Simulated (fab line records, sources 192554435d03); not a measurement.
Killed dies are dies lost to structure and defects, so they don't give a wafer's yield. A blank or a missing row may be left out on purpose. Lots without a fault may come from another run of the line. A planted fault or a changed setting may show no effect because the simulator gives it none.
Split-lot experiment | flow n5_finfet | 7 lots, 21 wafers read, on a route of 1938 steps

THE SPLIT
At N5_BEOL_M4_TRENCH_ETCH_37 (etches SiOC in C4F6/O2, target depth 55.555 nm, time 29.2 s), the setting source_w was moved away from the recipe's 355 W on 7 of the 21 wafers read, by -9.7% to +16.4%. The other wafers ran this setting at the recipe's value.

The reading is taken at the split's own step.

THE READING
rf_vpp_V, in V, at N5_BEOL_M4_TRENCH_ETCH_37 (etches SiOC in C4F6/O2, target depth 55.555 nm, time 29.2 s). Fault-free wafers of this fab line usually give 669 V, standard deviation 11 V.

wafer  | tool, chamber at the split | source_w as run, W | against the recipe | rf_vpp_V, V | against lot-mates on the recipe
L074.1 | rie_diel-01, 0             | 320.4              | -9.7%              | 687         | +22
L074.3 | rie_diel-01, 3             | 320.4              | -9.7%              | 701         | +36
L074.5 | rie_diel-01, 3             | 355                | recipe             | 665         | -
L076.1 | rie_diel-03, 0             | 355                | recipe             | 666         | -
L076.4 | rie_diel-03, 0             | 355                | recipe             | 666         | -
L076.5 | rie_diel-03, 1             | 355                | recipe             | 670         | -
L077.1 | rie_diel-03, 2             | 355                | recipe             | 672         | -
L077.4 | rie_diel-03, 3             | 413.3              | +16.4%             | 615         | -54
L077.5 | rie_diel-03, 0             | 355                | recipe             | 665         | -
L080.1 | rie_diel-04, 1             | 355                | recipe             | 682         | -
L080.2 | rie_diel-04, 2             | 355                | recipe             | 687         | -
L080.6 | rie_diel-04, 1             | 355                | recipe             | 682         | -
L082.1 | rie_diel-03, 2             | 355                | recipe             | 671         | -
L082.4 | rie_diel-03, 1             | 355                | recipe             | 668         | -
L082.6 | rie_diel-03, 3             | 379                | +6.8%              | 643         | -26
L083.4 | rie_diel-04, 2             | 371                | +4.5%              | 670         | no lot-mate on the recipe
L083.5 | rie_diel-04, 1             | 371                | +4.5%              | 666         | no lot-mate on the recipe
L083.6 | rie_diel-04, 0             | 371                | +4.5%              | 647         | no lot-mate on the recipe
L086.3 | rie_diel-01, 1             | 355                | recipe             | 671         | -
L086.4 | rie_diel-01, 2             | 355                | recipe             | 663         | -
L086.5 | rie_diel-01, 1             | 355                | recipe             | 671         | -

THE FIT
A straight line over all 21 wafers: rf_vpp_V changes by -2.97 V for each +1% of source_w; r = -0.89; the points scatter about the line by 8.3 V.
The same after taking each lot's own level away (the mean of its wafers on the recipe; 18 wafers): -3.21 V for each +1%; r = -0.98; scatter 3.8 V.
On that fit, the largest move of source_w shifts the reading by 53 V.
The lots' own levels span 665.0 to 683.7 V, that is 1.7 times the standard deviation above.
So the lot-to-lot level changes the slope little: the two slopes agree.
Check: with one of the wafers moved furthest among these (+16.4%) left out of the fit, the line predicts -52.9 V for it against its lot-mates. It came out at -53.5 V against them.
Tool readings at the split's step, against how far the setting was moved: rf_vpp_V r = -0.89.

OTHER SPLITS ON THESE WAFERS
These wafers also went through other splits before the reading. Each is held against what the fit with the lots' levels taken away leaves over:
other split on the same wafers | wafers away from the commonest value | r with rf_vpp_V (lot level and that fit taken away)
N5_BEOL_M4_COAT_05 spin_rpm    | 9                                    | -0.13

THE FILE'S OWN FIT
rf_vpp_V changes by -3.26 V for each +1% of source_w, r = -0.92.
